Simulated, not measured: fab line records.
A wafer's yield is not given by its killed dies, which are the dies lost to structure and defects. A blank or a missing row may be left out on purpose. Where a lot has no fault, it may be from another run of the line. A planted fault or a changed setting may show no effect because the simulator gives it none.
fab line records / flow nand_harc
record lots=5 wafers=15 last_day=24
route steps=1159 shown A_CONTACT@903 END@1159
lots that met no fault: from a run of the same line without faults
start_h: the number of hours between the record's first day and the start of the first shown wafer of the lot / wait_h: hours elapsed since this lot's preceding step / " same as the row above / L1.1+2: one row covering several wafers at once / - no value present, or no start provided / * or withheld: withheld / < > ~ a bound
route shown NAME@n: a module of which the file shows steps, and the number in the route of the first / usual: mean/standard deviation of fault-free wafers / same: alike in all rows / chamber/n: place in a boat / sites: per-site readings / _std_site: how widely they spread, as a standard deviation / _edge_site: the outer-site mean with the inner-site mean subtracted / radius_mm: how far each site lies from the wafer's centre / mask NAME#n: copy n / behind: the most recent tool/chamber to have shaped the wafer / hold: cause of the lot's hold/its duration in hours/its outcome / device: transistor that didn't switch, given as n, p or np / end of line: the route-end tests of the same wafers / step lacking rows: just its recipe / killed: count of dies lost to structure and defects at first sort (not the wafer's yield) / map: per-die view of a wafer (x killed, . not killed, _ where there is no die)
set.NAME: the setting as run; set.NAME@STEP: as run at that earlier step / model.NAME: the simulator's own value behind a step, which no gauge read
certain route steps with their lots: each step a table, each wafer a row
services: a tool's chamber out of use, with start hour (start_h, from the record's first day; less than 0 if before it), hours out, and reason
## steps
# step NHARC_A_CONTACT_ETCH_78
# recipe target_depth_a=28000 over_etch_frac=0.3 time_s=728 ion_energy_ev=150 o2_flow_sccm=400 cos_flow_sccm=20 ar_flow_sccm=0 rf_w=500 bias_w=300 chemistry=O2/COS
# usual cos_flow_sccm=20.00/0.057 drypump_motor_current_A=5.6/0.43 oes_product_au=0.998/0.0088 rf_vpp_V=314.4/1.9 run_length_s=749.2/0.5 showerhead_plenum_p_Torr=3.14/0.12 throttle_valve_pct=28.330/0.01
lot.wafer=L266.3 tool=rie_diel-06 chamber=1 start_h=- wait_h=- cos_flow_sccm=20.01 drypump_motor_current_A=6.0 oes_product_au=0.997 rf_hours_counter_h=58 rf_vpp_V=312.2 run_length_s=748.7 showerhead_plenum_p_Torr=3.01 throttle_valve_pct=28.350
lot.wafer=L266.5 tool=rie_diel-06 chamber=2 start_h=- wait_h=- cos_flow_sccm=19.93 drypump_motor_current_A=5.0 oes_product_au=1.016 rf_hours_counter_h=- rf_vpp_V=315.4 run_length_s=750.1 showerhead_plenum_p_Torr=3.17 throttle_valve_pct=28.331
lot.wafer=L266.6 tool=rie_diel-06 chamber=3 start_h=- wait_h=- cos_flow_sccm=20.01 drypump_motor_current_A=6.1 oes_product_au=1.006 rf_hours_counter_h=- rf_vpp_V=314.7 run_length_s=749.8 showerhead_plenum_p_Torr=3.14 throttle_valve_pct=28.315
lot.wafer=L278.3 tool=rie_diel-09 chamber=1 start_h=- wait_h=- cos_flow_sccm=20.06 drypump_motor_current_A=5.8 oes_product_au=0.978 rf_hours_counter_h=3 rf_vpp_V=314.1 run_length_s=748.7 showerhead_plenum_p_Torr=3.14 throttle_valve_pct=28.338
lot.wafer=L278.1 tool=rie_diel-09 chamber=0 start_h=- wait_h=- cos_flow_sccm=20.01 drypump_motor_current_A=4.8 oes_product_au=1.002 rf_hours_counter_h=3 rf_vpp_V=312.8 run_length_s=749.0 showerhead_plenum_p_Torr=3.08 throttle_valve_pct=28.333
lot.wafer=L278.4 tool=rie_diel-09 chamber=2 start_h=- wait_h=- cos_flow_sccm=20.10 drypump_motor_current_A=6.2 oes_product_au=0.989 rf_hours_counter_h=- rf_vpp_V=314.7 run_length_s=750.0 showerhead_plenum_p_Torr=3.16 throttle_valve_pct=28.316
lot.wafer=L286.1 tool=rie_diel-09 chamber=2 start_h=- wait_h=- cos_flow_sccm=20.19 drypump_motor_current_A=6.2 oes_product_au=0.998 rf_hours_counter_h=21 rf_vpp_V=314.4 run_length_s=749.9 showerhead_plenum_p_Torr=3.15 throttle_valve_pct=28.331
lot.wafer=L286.5 tool=rie_diel-09 chamber=0 start_h=- wait_h=- cos_flow_sccm=19.96 drypump_motor_current_A=4.8 oes_product_au=0.989 rf_hours_counter_h=- rf_vpp_V=313.5 run_length_s=748.9 showerhead_plenum_p_Torr=3.07 throttle_valve_pct=28.324
lot.wafer=L286.6 tool=rie_diel-09 chamber=1 start_h=- wait_h=- cos_flow_sccm=20.05 drypump_motor_current_A=5.8 oes_product_au=0.987 rf_hours_counter_h=- rf_vpp_V=315.8 run_length_s=748.6 showerhead_plenum_p_Torr=3.14 throttle_valve_pct=28.322
lot.wafer=L287.2 tool=rie_diel-11 chamber=1 start_h=- wait_h=- cos_flow_sccm=19.99 drypump_motor_current_A=5.7 oes_product_au=1.006 rf_hours_counter_h=26 rf_vpp_V=314.9 run_length_s=749.2 showerhead_plenum_p_Torr=3.22 throttle_valve_pct=28.307
lot.wafer=L287.1 tool=rie_diel-11 chamber=0 start_h=- wait_h=- cos_flow_sccm=20.00 drypump_motor_current_A=5.1 oes_product_au=1.000 rf_hours_counter_h=26 rf_vpp_V=312.0 run_length_s=748.7 showerhead_plenum_p_Torr=2.93 throttle_valve_pct=28.332
lot.wafer=L287.5 tool=rie_diel-11 chamber=2 start_h=- wait_h=- cos_flow_sccm=20.05 drypump_motor_current_A=5.4 oes_product_au=1.003 rf_hours_counter_h=- rf_vpp_V=315.4 run_length_s=749.4 showerhead_plenum_p_Torr=3.22 throttle_valve_pct=28.335
lot.wafer=L289.2 tool=rie_diel-09 chamber=3 start_h=- wait_h=- cos_flow_sccm=19.96 drypump_motor_current_A=6.3 oes_product_au=1.000 rf_hours_counter_h=15 rf_vpp_V=314.7 run_length_s=748.6 showerhead_plenum_p_Torr=3.14 throttle_valve_pct=28.338
lot.wafer=L289.4 tool=rie_diel-09 chamber=0 start_h=- wait_h=- cos_flow_sccm=19.96 drypump_motor_current_A=4.8 oes_product_au=0.994 rf_hours_counter_h=25 rf_vpp_V=313.7 run_length_s=749.4 showerhead_plenum_p_Torr=3.07 throttle_valve_pct=28.336
lot.wafer=L289.1 tool=rie_diel-09 chamber=2 start_h=- wait_h=- cos_flow_sccm=20.03 drypump_motor_current_A=6.2 oes_product_au=1.005 rf_hours_counter_h=25 rf_vpp_V=315.9 run_length_s=750.1 showerhead_plenum_p_Torr=3.15 throttle_valve_pct=28.324
# step NHARC_A_CONTACT_ETCH_124
# recipe source_w=withheld pressure_mtorr=20 bias_v=withheld time_s=140 target_depth_a=7000 ar_flow_sccm=withheld c4f8_flow_sccm=withheld o2_flow_sccm=withheld chemistry=C4F8/O2/Ar
# usual run_length_s=141.4/0.33
lot.wafer=L266.3 tool=har_cap_etch-01 chamber=1 start_h=390.05 wait_h=- rf_hours_counter_h=- run_length_s=141.5
lot.wafer=L266.5 tool=har_cap_etch-01 chamber=0 start_h=390.05 wait_h=- rf_hours_counter_h=- run_length_s=141.3
lot.wafer=L266.6 tool=har_cap_etch-01 chamber=1 start_h=390.05 wait_h=- rf_hours_counter_h=- run_length_s=141.1
lot.wafer=L278.1 tool=har_cap_etch-03 chamber=1 start_h=445.80 wait_h=- rf_hours_counter_h=97 run_length_s=141.1
lot.wafer=L278.3 tool=har_cap_etch-03 chamber=1 start_h=445.80 wait_h=- rf_hours_counter_h=- run_length_s=141.0
lot.wafer=L278.4 tool=har_cap_etch-03 chamber=0 start_h=445.80 wait_h=- rf_hours_counter_h=- run_length_s=141.7
lot.wafer=L286.1 tool=har_cap_etch-01 chamber=1 start_h=506.88 wait_h=- rf_hours_counter_h=83 run_length_s=141.1
lot.wafer=L286.5 tool=har_cap_etch-01 chamber=0 start_h=506.88 wait_h=- rf_hours_counter_h=- run_length_s=141.5
lot.wafer=L286.6 tool=har_cap_etch-01 chamber=1 start_h=506.88 wait_h=- rf_hours_counter_h=- run_length_s=141.1
lot.wafer=L287.2 tool=har_cap_etch-02 chamber=1 start_h=509.64 wait_h=- rf_hours_counter_h=31 run_length_s=141.2
lot.wafer=L287.1 tool=har_cap_etch-02 chamber=0 start_h=509.64 wait_h=- rf_hours_counter_h=31 run_length_s=141.2
lot.wafer=L287.5 tool=har_cap_etch-02 chamber=1 start_h=509.64 wait_h=- rf_hours_counter_h=- run_length_s=141.0
lot.wafer=L289.1 tool=har_cap_etch-02 chamber=0 start_h=512.39 wait_h=- rf_hours_counter_h=32 run_length_s=140.9
lot.wafer=L289.2 tool=har_cap_etch-02 chamber=1 start_h=512.39 wait_h=- rf_hours_counter_h=32 run_length_s=140.8
lot.wafer=L289.4 tool=har_cap_etch-02 chamber=1 start_h=512.39 wait_h=- rf_hours_counter_h=- run_length_s=140.8
# step NHARC_A_CONTACT_ETCH_125
# recipe source_w=withheld pressure_mtorr=20 bias_v=1200 time_s=155 target_depth_a=9560 ar_flow_sccm=withheld c4f8_flow_sccm=withheld o2_flow_sccm=withheld chemistry=C4F8/O2/Ar
# step NHARC_A_CONTACT_ETCH_126
# recipe source_w=withheld pressure_mtorr=20 bias_v=1200 time_s=155 target_depth_a=9560 ar_flow_sccm=withheld c4f8_flow_sccm=withheld o2_flow_sccm=withheld chemistry=C4F8/O2/Ar
# step NHARC_A_CONTACT_ETCH_127
# recipe source_w=withheld pressure_mtorr=20 bias_v=1200 time_s=155 target_depth_a=9560 ar_flow_sccm=withheld c4f8_flow_sccm=withheld o2_flow_sccm=withheld chemistry=C4F8/O2/Ar
# step NHARC_A_CONTACT_ETCH_128
# recipe source_w=withheld pressure_mtorr=20 bias_v=1200 time_s=155 target_depth_a=9560 ar_flow_sccm=withheld c4f8_flow_sccm=withheld o2_flow_sccm=withheld chemistry=C4F8/O2/Ar
# usual run_length_s=155/0
lot.wafer=L266.3 tool=har_cap_etch-01 chamber=1 start_h=390.65 wait_h=0.1 rf_hours_counter_h=- run_length_s=155
lot.wafer=L266.5 tool=har_cap_etch-01 chamber=0 start_h=390.65 wait_h=0.1 rf_hours_counter_h=- run_length_s=155
lot.wafer=L266.6 tool=har_cap_etch-01 chamber=1 start_h=390.65 wait_h=0.1 rf_hours_counter_h=- run_length_s=155
lot.wafer=L278.1 tool=har_cap_etch-03 chamber=1 start_h=446.42 wait_h=0.1 rf_hours_counter_h=97 run_length_s=155
lot.wafer=L278.3 tool=har_cap_etch-03 chamber=1 start_h=446.42 wait_h=0.1 rf_hours_counter_h=- run_length_s=155
lot.wafer=L278.4 tool=har_cap_etch-03 chamber=0 start_h=446.42 wait_h=0.1 rf_hours_counter_h=- run_length_s=155
lot.wafer=L286.1 tool=har_cap_etch-01 chamber=1 start_h=507.50 wait_h=0.1 rf_hours_counter_h=84 run_length_s=155
lot.wafer=L286.5 tool=har_cap_etch-01 chamber=0 start_h=507.50 wait_h=0.1 rf_hours_counter_h=- run_length_s=155
lot.wafer=L286.6 tool=har_cap_etch-01 chamber=1 start_h=507.50 wait_h=0.1 rf_hours_counter_h=- run_length_s=155
lot.wafer=L287.2 tool=har_cap_etch-02 chamber=1 start_h=510.26 wait_h=0.1 rf_hours_counter_h=31 run_length_s=155
lot.wafer=L287.1 tool=har_cap_etch-02 chamber=0 start_h=510.26 wait_h=0.1 rf_hours_counter_h=31 run_length_s=155
lot.wafer=L287.5 tool=har_cap_etch-02 chamber=1 start_h=510.26 wait_h=0.1 rf_hours_counter_h=- run_length_s=155
lot.wafer=L289.1 tool=har_cap_etch-02 chamber=0 start_h=513.02 wait_h=0.1 rf_hours_counter_h=33 run_length_s=155
lot.wafer=L289.2 tool=har_cap_etch-02 chamber=1 start_h=513.02 wait_h=0.1 rf_hours_counter_h=33 run_length_s=155
lot.wafer=L289.4 tool=har_cap_etch-02 chamber=1 start_h=513.02 wait_h=0.1 rf_hours_counter_h=- run_length_s=155
# step NHARC_A_CONTACT_ETCH_129
# recipe source_w=withheld pressure_mtorr=20 bias_v=1200 time_s=155 target_depth_a=9560 ar_flow_sccm=withheld c4f8_flow_sccm=withheld o2_flow_sccm=withheld chemistry=C4F8/O2/Ar
# step NHARC_A_CONTACT_ETCH_130
# recipe source_w=withheld pressure_mtorr=20 bias_v=1200 time_s=155 target_depth_a=9560 ar_flow_sccm=withheld c4f8_flow_sccm=withheld o2_flow_sccm=withheld chemistry=C4F8/O2/Ar
# step NHARC_A_CONTACT_ETCH_131
# recipe source_w=withheld pressure_mtorr=20 bias_v=1200 time_s=155 target_depth_a=9560 ar_flow_sccm=withheld c4f8_flow_sccm=withheld o2_flow_sccm=withheld chemistry=C4F8/O2/Ar
# usual run_length_s=155/0
lot.wafer=L266.3 tool=har_cap_etch-01 chamber=1 start_h=391.08 wait_h=0.1 rf_hours_counter_h=- run_length_s=155
lot.wafer=L266.5 tool=har_cap_etch-01 chamber=0 start_h=391.08 wait_h=0.1 rf_hours_counter_h=- run_length_s=155
lot.wafer=L266.6 tool=har_cap_etch-01 chamber=1 start_h=391.08 wait_h=0.1 rf_hours_counter_h=- run_length_s=155
lot.wafer=L278.1 tool=har_cap_etch-03 chamber=1 start_h=446.85 wait_h=0.1 rf_hours_counter_h=98 run_length_s=155
lot.wafer=L278.3 tool=har_cap_etch-03 chamber=1 start_h=446.85 wait_h=0.1 rf_hours_counter_h=- run_length_s=155
lot.wafer=L278.4 tool=har_cap_etch-03 chamber=0 start_h=446.85 wait_h=0.1 rf_hours_counter_h=- run_length_s=155
lot.wafer=L286.1 tool=har_cap_etch-01 chamber=1 start_h=507.92 wait_h=0.1 rf_hours_counter_h=84 run_length_s=155
lot.wafer=L286.5 tool=har_cap_etch-01 chamber=0 start_h=507.92 wait_h=0.1 rf_hours_counter_h=- run_length_s=155
lot.wafer=L286.6 tool=har_cap_etch-01 chamber=1 start_h=507.92 wait_h=0.1 rf_hours_counter_h=- run_length_s=155
lot.wafer=L287.2 tool=har_cap_etch-02 chamber=1 start_h=510.69 wait_h=0.1 rf_hours_counter_h=32 run_length_s=155
lot.wafer=L287.1 tool=har_cap_etch-02 chamber=0 start_h=510.69 wait_h=0.1 rf_hours_counter_h=32 run_length_s=155
lot.wafer=L287.5 tool=har_cap_etch-02 chamber=1 start_h=510.69 wait_h=0.1 rf_hours_counter_h=- run_length_s=155
lot.wafer=L289.1 tool=har_cap_etch-02 chamber=0 start_h=513.44 wait_h=0.1 rf_hours_counter_h=33 run_length_s=155
lot.wafer=L289.2 tool=har_cap_etch-02 chamber=1 start_h=513.44 wait_h=0.1 rf_hours_counter_h=33 run_length_s=155
lot.wafer=L289.4 tool=har_cap_etch-02 chamber=1 start_h=513.44 wait_h=0.1 rf_hours_counter_h=- run_length_s=155
# step NHARC_A_CONTACT_ETCH_132
# recipe source_w=withheld pressure_mtorr=20 bias_v=1200 time_s=156 target_depth_a=9580 ar_flow_sccm=withheld c4f8_flow_sccm=withheld o2_flow_sccm=withheld chemistry=C4F8/O2/Ar
# usual run_length_s=156/0
lot.wafer=L266.3 tool=har_cap_etch-01 chamber=1 start_h=391.22 wait_h=0.1 rf_hours_counter_h=- run_length_s=156
lot.wafer=L266.5 tool=har_cap_etch-01 chamber=0 start_h=391.22 wait_h=0.1 rf_hours_counter_h=- run_length_s=156
lot.wafer=L266.6 tool=har_cap_etch-01 chamber=1 start_h=391.22 wait_h=0.1 rf_hours_counter_h=- run_length_s=156
lot.wafer=L278.1 tool=har_cap_etch-03 chamber=1 start_h=446.99 wait_h=0.1 rf_hours_counter_h=98 run_length_s=156
lot.wafer=L278.3 tool=har_cap_etch-03 chamber=1 start_h=446.99 wait_h=0.1 rf_hours_counter_h=- run_length_s=156
lot.wafer=L278.4 tool=har_cap_etch-03 chamber=0 start_h=446.99 wait_h=0.1 rf_hours_counter_h=- run_length_s=156
lot.wafer=L286.1 tool=har_cap_etch-01 chamber=1 start_h=508.06 wait_h=0.1 rf_hours_counter_h=84 run_length_s=156
lot.wafer=L286.5 tool=har_cap_etch-01 chamber=0 start_h=508.06 wait_h=0.1 rf_hours_counter_h=- run_length_s=156
lot.wafer=L286.6 tool=har_cap_etch-01 chamber=1 start_h=508.06 wait_h=0.1 rf_hours_counter_h=- run_length_s=156
lot.wafer=L287.2 tool=har_cap_etch-02 chamber=1 start_h=510.83 wait_h=0.1 rf_hours_counter_h=32 run_length_s=156
lot.wafer=L287.1 tool=har_cap_etch-02 chamber=0 start_h=510.83 wait_h=0.1 rf_hours_counter_h=32 run_length_s=156
lot.wafer=L287.5 tool=har_cap_etch-02 chamber=1 start_h=510.83 wait_h=0.1 rf_hours_counter_h=- run_length_s=156
lot.wafer=L289.1 tool=har_cap_etch-02 chamber=0 start_h=513.59 wait_h=0.1 rf_hours_counter_h=33 run_length_s=156
lot.wafer=L289.2 tool=har_cap_etch-02 chamber=1 start_h=513.59 wait_h=0.1 rf_hours_counter_h=33 run_length_s=156
lot.wafer=L289.4 tool=har_cap_etch-02 chamber=1 start_h=513.59 wait_h=0.1 rf_hours_counter_h=- run_length_s=156
# step NHARC_A_CONTACT_ETCH_133
# recipe source_w=withheld pressure_mtorr=20 bias_v=400 time_s=195 target_depth_a=8400 ar_flow_sccm=withheld c4f8_flow_sccm=11.5 o2_flow_sccm=7.2 chemistry=C4F8/O2/Ar
# step NHARC_A_CONTACT_ETCH_91
# recipe target_depth_a=400 over_etch_frac=0.5 time_s=85.7 ion_energy_ev=120 ch3f_flow_sccm=50 o2_flow_sccm=30 ar_flow_sccm=200 rf_w=500 bias_w=100 chemistry=CH3F/O2
# step NHARC_A_CONTACT_ETCH_97
# recipe target_depth_a=200 over_etch_frac=0.5 time_s=10 ion_energy_ev=250 c4f6_flow_sccm=25 o2_flow_sccm=20 ar_flow_sccm=500 rf_w=600 bias_w=500 chemistry=C4F6/O2
# usual c4f6_flow_sccm=25.00/0.071 drypump_motor_current_A=5.6/0.39 oes_product_au=0.966/0.023 rf_vpp_V=547/3.4 run_length_s=31.0/0.38 showerhead_plenum_p_Torr=3.95/0.16 throttle_valve_pct=26.904/0.0093
lot.wafer=L266.3 tool=rie_diel-06 chamber=3 start_h=392.11 wait_h=- c4f6_flow_sccm=24.98 drypump_motor_current_A=6.1 oes_product_au=0.964 rf_hours_counter_h=50 rf_vpp_V=547 run_length_s=31.2 showerhead_plenum_p_Torr=3.95 throttle_valve_pct=26.898
lot.wafer=L266.5 tool=rie_diel-06 chamber=3 start_h=392.11 wait_h=- c4f6_flow_sccm=24.99 drypump_motor_current_A=6.1 oes_product_au=0.962 rf_hours_counter_h=- rf_vpp_V=547 run_length_s=31.8 showerhead_plenum_p_Torr=3.95 throttle_valve_pct=26.895
lot.wafer=L266.6 tool=rie_diel-06 chamber=0 start_h=392.11 wait_h=- c4f6_flow_sccm=24.96 drypump_motor_current_A=5.6 oes_product_au=0.958 rf_hours_counter_h=- rf_vpp_V=541 run_length_s=30.6 showerhead_plenum_p_Torr=3.66 throttle_valve_pct=26.899
lot.wafer=L278.4 tool=rie_diel-11 chamber=2 start_h=447.85 wait_h=- c4f6_flow_sccm=25.02 drypump_motor_current_A=5.4 oes_product_au=0.963 rf_hours_counter_h=17 rf_vpp_V=549 run_length_s=27.2 showerhead_plenum_p_Torr=4.05 throttle_valve_pct=26.906
lot.wafer=L278.3 tool=rie_diel-11 chamber=3 start_h=447.85 wait_h=- c4f6_flow_sccm=24.92 drypump_motor_current_A=5.6 oes_product_au=0.982 rf_hours_counter_h=17 rf_vpp_V=552 run_length_s=30.9 showerhead_plenum_p_Torr=4.15 throttle_valve_pct=26.896
lot.wafer=L278.1 tool=rie_diel-11 chamber=1 start_h=447.85 wait_h=- c4f6_flow_sccm=25.08 drypump_motor_current_A=5.7 oes_product_au=0.980 rf_hours_counter_h=18 rf_vpp_V=550 run_length_s=31.0 showerhead_plenum_p_Torr=4.05 throttle_valve_pct=26.890
lot.wafer=L286.1 tool=rie_diel-11 chamber=3 start_h=508.97 wait_h=- c4f6_flow_sccm=25.11 drypump_motor_current_A=5.6 oes_product_au=1.012 rf_hours_counter_h=25 rf_vpp_V=551 run_length_s=30.9 showerhead_plenum_p_Torr=4.14 throttle_valve_pct=26.888
lot.wafer=L286.6 tool=rie_diel-11 chamber=1 start_h=508.97 wait_h=- c4f6_flow_sccm=24.97 drypump_motor_current_A=5.8 oes_product_au=1.008 rf_hours_counter_h=- rf_vpp_V=550 run_length_s=30.9 showerhead_plenum_p_Torr=4.04 throttle_valve_pct=26.906
lot.wafer=L286.5 tool=rie_diel-11 chamber=2 start_h=508.97 wait_h=- c4f6_flow_sccm=25.02 drypump_motor_current_A=5.4 oes_product_au=1.011 rf_hours_counter_h=- rf_vpp_V=548 run_length_s=31.0 showerhead_plenum_p_Torr=4.05 throttle_valve_pct=26.902
lot.wafer=L287.2 tool=rie_diel-09 chamber=2 start_h=511.85 wait_h=- c4f6_flow_sccm=25.03 drypump_motor_current_A=6.2 oes_product_au=0.990 rf_hours_counter_h=25 rf_vpp_V=547 run_length_s=31.8 showerhead_plenum_p_Torr=3.96 throttle_valve_pct=26.899
lot.wafer=L287.1 tool=rie_diel-09 chamber=3 start_h=511.85 wait_h=- c4f6_flow_sccm=24.94 drypump_motor_current_A=6.4 oes_product_au=0.990 rf_hours_counter_h=14 rf_vpp_V=548 run_length_s=30.3 showerhead_plenum_p_Torr=3.95 throttle_valve_pct=26.906
lot.wafer=L287.5 tool=rie_diel-09 chamber=2 start_h=511.85 wait_h=- c4f6_flow_sccm=25.05 drypump_motor_current_A=6.2 oes_product_au=0.995 rf_hours_counter_h=- rf_vpp_V=548 run_length_s=31.5 showerhead_plenum_p_Torr=3.96 throttle_valve_pct=26.917
lot.wafer=L289.1 tool=rie_diel-06 chamber=3 start_h=514.44 wait_h=- c4f6_flow_sccm=24.94 drypump_motor_current_A=6.1 oes_product_au=0.943 rf_hours_counter_h=32 rf_vpp_V=546 run_length_s=31.8 showerhead_plenum_p_Torr=3.92 throttle_valve_pct=26.910
lot.wafer=L289.2 tool=rie_diel-06 chamber=0 start_h=514.44 wait_h=- c4f6_flow_sccm=24.92 drypump_motor_current_A=5.7 oes_product_au=0.934 rf_hours_counter_h=33 rf_vpp_V=553 run_length_s=31.0 showerhead_plenum_p_Torr=4.21 throttle_valve_pct=26.892
lot.wafer=L289.4 tool=rie_diel-06 chamber=1 start_h=514.44 wait_h=- c4f6_flow_sccm=24.97 drypump_motor_current_A=6.1 oes_product_au=0.925 rf_hours_counter_h=37 rf_vpp_V=543 run_length_s=30.4 showerhead_plenum_p_Torr=3.76 throttle_valve_pct=26.907
# step NHARC_A_CONTACT_CD_MEAS_80
# usual cd_nm=189.4/0.77
lot.wafer=L266.3 tool=cd_sem-02 chamber=- start_h=392.19 wait_h=- cd_nm=189.6
lot.wafer=L266.5 tool=cd_sem-02 chamber=- start_h=392.19 wait_h=- cd_nm=189.2
lot.wafer=L266.6 tool=cd_sem-02 chamber=- start_h=392.19 wait_h=- cd_nm=188.5
lot.wafer=L278.1 tool=cd_sem-03 chamber=- start_h=447.94 wait_h=- cd_nm=189.9
lot.wafer=L278.3 tool=cd_sem-03 chamber=- start_h=447.94 wait_h=- cd_nm=190.0
lot.wafer=L278.4 tool=cd_sem-03 chamber=- start_h=447.94 wait_h=- cd_nm=189.4
lot.wafer=L286.1 tool=cd_sem-02 chamber=- start_h=509.04 wait_h=- cd_nm=188.0
lot.wafer=L286.5 tool=cd_sem-02 chamber=- start_h=509.04 wait_h=- cd_nm=187.9
lot.wafer=L286.6 tool=cd_sem-02 chamber=- start_h=509.04 wait_h=- cd_nm=188.2
lot.wafer=L287.1 tool=cd_sem-01 chamber=- start_h=511.94 wait_h=- cd_nm=190.2
lot.wafer=L287.2 tool=cd_sem-01 chamber=- start_h=511.94 wait_h=- cd_nm=189.9
lot.wafer=L287.5 tool=cd_sem-01 chamber=- start_h=511.94 wait_h=- cd_nm=189.7
lot.wafer=L289.1 tool=cd_sem-02 chamber=- start_h=514.52 wait_h=- cd_nm=188.9
lot.wafer=L289.2 tool=cd_sem-02 chamber=- start_h=514.52 wait_h=- cd_nm=189.1
lot.wafer=L289.4 tool=cd_sem-02 chamber=- start_h=514.52 wait_h=- cd_nm=189.0
# step NHARC_END_SORT_01
# recipe temp_c=25
# usual killed_at_array=26/11 killed_at_other=0.6/1 killed_at_periphery=3.1/2.1 killed_dies=30/11 killed_open=3.4/1.8 killed_short=2.1/1.5
# same gross_dies=677
lot.wafer=L278.3 tool=prober-02 chamber=0 start_h=512.35 wait_h=3.1 killed_at_array=13 killed_at_other=0 killed_at_periphery=5 killed_dies=18 killed_open=4 killed_short=0
lot.wafer=L278.4 tool=prober-02 chamber=0 start_h=513.15 wait_h=3.4 killed_at_array=674 killed_at_other=0 killed_at_periphery=3 killed_dies=677 killed_open=2 killed_short=4
# killed by level:class
L278.3 P_STI:chamber_film_flake=4 A_CONTACT:chamber_film_flake=4 A_CHANNEL_HOLE_D1:chamber_film_flake=3 A_CHANNEL_FILL_D1:geometric_particle:open=2 A_SLIT:geometric_particle:open=1 A_M0:geometric_particle:open=1 P_GATE:chamber_film_flake=1 A_CHANNEL_FILL_D1:chamber_film_flake=1
L278.4 A_CONTACT:area_etch=662 A_CHANNEL_FILL_D1:geometric_particle:short=2 P_STI:chamber_film_flake=2 A_CHANNEL_HOLE_D1:chamber_film_flake=2 A_CONTACT:chamber_film_flake=2 A_ONON_D1:geometric_particle:short=1 A_CHANNEL_HOLE_D1:geometric_particle:open=1 A_CONTACT:geometric_particle:short=1
# map L278.4 (x killed, . not)
____________x____________
_________xxxxxxx_________
_______xxxxxxxxxxx_______
______xxxxxxxxxxxxx______
_____xxxxxxxxxxxxxxx_____
____xxxxxxxxxxxxxxxxx____
____xxxxxxxxxxxxxxxxx____
___xxxxxxxxxxxxxxxxxxx___
___xxxxxxxxxxxxxxxxxxx___
__xxxxxxxxxxxxxxxxxxxxx__
__xxxxxxxxxxxxxxxxxxxxx__
_xxxxxxxxxxxxxxxxxxxxxxx_
_xxxxxxxxxxxxxxxxxxxxxxx_
_xxxxxxxxxxxxxxxxxxxxxxx_
_xxxxxxxxxxxxxxxxxxxxxxx_
_xxxxxxxxxxxxxxxxxxxxxxx_
xxxxxxxxxxxxxxxxxxxxxxxxx
xxxxxxxxxxxxxxxxxxxxxxxxx
xxxxxxxxxxxxxxxxxxxxxxxxx
xxxxxxxxxxxxxxxxxxxxxxxxx
xxxxxxxxxxxxxxxxxxxxxxxxx
_xxxxxxxxxxxxxxxxxxxxxxx_
_xxxxxxxxxxxxxxxxxxxxxxx_
_xxxxxxxxxxxxxxxxxxxxxxx_
_xxxxxxxxxxxxxxxxxxxxxxx_
_xxxxxxxxxxxxxxxxxxxxxxx_
__xxxxxxxxxxxxxxxxxxxxx__
__xxxxxxxxxxxxxxxxxxxxx__
___xxxxxxxxxxxxxxxxxxx___
___xxxxxxxxxxxxxxxxxxx___
____xxxxxxxxxxxxxxxxx____
____xxxxxxxxxxxxxxxxx____
_____xxxxxxxxxxxxxxx_____
______xxxxxxxxxxxxx______
_______xxxxxxxxxxx_______
_________xxxxxxx_________
____________x____________
# map L286.1 (x killed, . not)
____________.____________
_________......._________
_______..........._______
______............x______
_____..............._____
____...............x.____
____...........x.xxx.____
___..............xx..x___
___...............x...___
__..................x..__
__.....................__
_......................._
_...................x..._
_............x.........._
_......x................_
_......................._
.........................
.........................
.........................
.........................
..x...............x......
_......................._
_......................._
_......................._
_......................._
_.........x.........x..x_
__.....................__
__.....................__
___...................___
___...................___
____.................____
____............x....____
_____..............._____
______.............______
_______..........._______
_________.....x._________
____________.____________
## services
tool=rie_diel-11 chamber=- start_h=366.55 hours=9.0 kind=pm
tool=rie_diel-06 chamber=2 start_h=374.46 hours=8.7 kind=repair
tool=rie_diel-09 chamber=0 start_h=385.67 hours=- kind=clean
tool=rie_diel-09 chamber=1 start_h=385.67 hours=- kind=clean
tool=rie_diel-09 chamber=2 start_h=385.67 hours=- kind=clean
tool=rie_diel-09 chamber=3 start_h=385.67 hours=- kind=clean
tool=rie_diel-09 chamber=2 start_h=387.51 hours=13.8 kind=repair
tool=rie_diel-09 chamber=0 start_h=410.33 hours=6.5 kind=repair
tool=rie_diel-09 chamber=1 start_h=411.50 hours=- kind=clean
tool=rie_diel-09 chamber=2 start_h=411.50 hours=- kind=clean
tool=rie_diel-09 chamber=3 start_h=411.50 hours=- kind=clean
tool=har_cap_etch-02 chamber=- start_h=414.57 hours=2.5 kind=repair
tool=rie_diel-06 chamber=- start_h=419.60 hours=9.0 kind=pm
tool=rie_diel-09 chamber=- start_h=431.16 hours=9.0 kind=pm
tool=rie_diel-09 chamber=0 start_h=431.16 hours=9.0 kind=vent_cycle
tool=rie_diel-09 chamber=1 start_h=431.16 hours=9.0 kind=vent_cycle
tool=rie_diel-09 chamber=2 start_h=431.16 hours=9.0 kind=vent_cycle
tool=rie_diel-09 chamber=3 start_h=431.16 hours=9.0 kind=vent_cycle
tool=rie_diel-09 chamber=0 start_h=440.16 hours=- kind=clean
tool=rie_diel-09 chamber=1 start_h=440.16 hours=- kind=clean
tool=rie_diel-09 chamber=3 start_h=443.81 hours=16.4 kind=repair
tool=rie_diel-06 chamber=- start_h=469.88 hours=0.4 kind=repair
tool=har_cap_etch-01 chamber=- start_h=481.55 hours=1.8 kind=repair
tool=rie_diel-09 chamber=3 start_h=506.58 hours=1.9 kind=repair
## key
first_sign step=NHARC_A_CONTACT_ETCH_97 reading=run_length_s direction=down sigmas=10 usual=* struck=*
effect step=NHARC_END_SORT_01 reading=killed_dies direction=up sigmas=59 usual=30 struck=677
more_kills_born_at NHARC_A_CONTACT_ETCH_97@rie_diel-11=662
met_at NHARC_A_CONTACT_ETCH_97
struck_wafers L278.4
later_rows_left_out L278.4
tester_left_out L278
fault kind=process_parameter_drift tool=rie_diel-11 chamber=- onset_h=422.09 steps=NHARC_A_CONTACT_ETCH_97 channel=time_s offset=* shape=step end_h=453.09 scope=struck_wafers_only acts_in=* stated=*
# tester_left_out: of these lots the tester's yield and bins aren't shown, on N5 and GAA mostly nor the transistor test; their killed dies are dies lost to structure and defects alone, not to doping, threshold or leakage, so they don't give the yield
# later_rows_left_out: the simulator's readings of these wafers behind a module that went badly wrong aren't trusted and aren't shown, but for the sort
